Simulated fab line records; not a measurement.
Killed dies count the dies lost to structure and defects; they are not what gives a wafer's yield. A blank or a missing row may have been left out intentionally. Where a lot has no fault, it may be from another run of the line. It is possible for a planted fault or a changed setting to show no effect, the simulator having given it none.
Matching of chambers || flow nandHarc || NHARC_A_CHANNEL_FILL_D1_ETCHBACK_20 on rieDiel-08: 4 sister chambers
The step etches the open film in C4F8/O2/Ar, target depth 27 nm, time 13.5 s. 8 wafers are shown with their chamber, then 9 later ones without.

== WAFERS, EACH WITH ITS CHAMBER ==
{"wafer": "L074.3", "chamber": 2, "rfVppV (V)": 980, "oesProductAu (a.u.)": 1.01}
{"wafer": "L081.2", "chamber": 2, "rfVppV (V)": 980, "oesProductAu (a.u.)": 0.98}
{"wafer": "L081.6", "chamber": 0, "rfVppV (V)": 974, "oesProductAu (a.u.)": 0.99}
{"wafer": "L085.1", "chamber": 3, "rfVppV (V)": 974, "oesProductAu (a.u.)": 0.92}
{"wafer": "L085.6", "chamber": 1, "rfVppV (V)": 970, "oesProductAu (a.u.)": 0.93}
{"wafer": "L088.1", "chamber": 1, "rfVppV (V)": 971, "oesProductAu (a.u.)": 0.98}
{"wafer": "L088.3", "chamber": 3, "rfVppV (V)": 974, "oesProductAu (a.u.)": 1.00}
{"wafer": "L088.4", "chamber": 0, "rfVppV (V)": 975, "oesProductAu (a.u.)": 1.02}

== WAFERS WITHOUT THEIR CHAMBER ==
{"wafer": "L093.2", "rfVppV (V)": 979, "oesProductAu (a.u.)": 0.92}
{"wafer": "L093.4", "rfVppV (V)": 969, "oesProductAu (a.u.)": 0.91}
{"wafer": "L093.5", "rfVppV (V)": 971, "oesProductAu (a.u.)": 0.92}
{"wafer": "L094.1", "rfVppV (V)": 970, "oesProductAu (a.u.)": 0.99}
{"wafer": "L094.2", "rfVppV (V)": 972, "oesProductAu (a.u.)": 1.00}
{"wafer": "L094.3", "rfVppV (V)": 974, "oesProductAu (a.u.)": 1.03}
{"wafer": "L094.4", "rfVppV (V)": 978, "oesProductAu (a.u.)": 1.00}
{"wafer": "L094.5", "rfVppV (V)": 975, "oesProductAu (a.u.)": 1.03}
{"wafer": "L094.6", "rfVppV (V)": 970, "oesProductAu (a.u.)": 0.99}

== THE CHAMBER EACH PASSED THROUGH ==
{"wafer": "L093.2", "from the rows above": 2, "in truth": 2}
{"wafer": "L093.4", "from the rows above": 1, "in truth": 1}
{"wafer": "L093.5", "from the rows above": 1, "in truth": 1}
{"wafer": "L094.1", "from the rows above": 1, "in truth": 1}
{"wafer": "L094.2", "from the rows above": "can't be placed: 1 or 3 or 0", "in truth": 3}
{"wafer": "L094.3", "from the rows above": "can't be placed: 0 or 3", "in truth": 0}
{"wafer": "L094.4", "from the rows above": 2, "in truth": 2}
{"wafer": "L094.5", "from the rows above": "can't be placed: 0 or 3", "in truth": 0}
{"wafer": "L094.6", "from the rows above": 1, "in truth": 1}
6 of 9 placed correctly. From these rows, 3 cannot be placed; in 3 the true chamber is one of the candidates. Number placed wrongly: 0.
How it was worked out, from the rows above alone: a wafer's distance from a chamber is the root of the sum, over the readings, of the square of ((its reading less the chamber's mean) divided by the reading's scatter). The wafer belongs to the nearest chamber; if the next one is less than 2 further off, it can't be placed. The mean given for a chamber averages the wafers shown for that chamber. How the scatter is found: for the shown wafers, subtract from each reading the mean of its chamber, square and add these, divide the total by (wafers less chambers), then take the root.
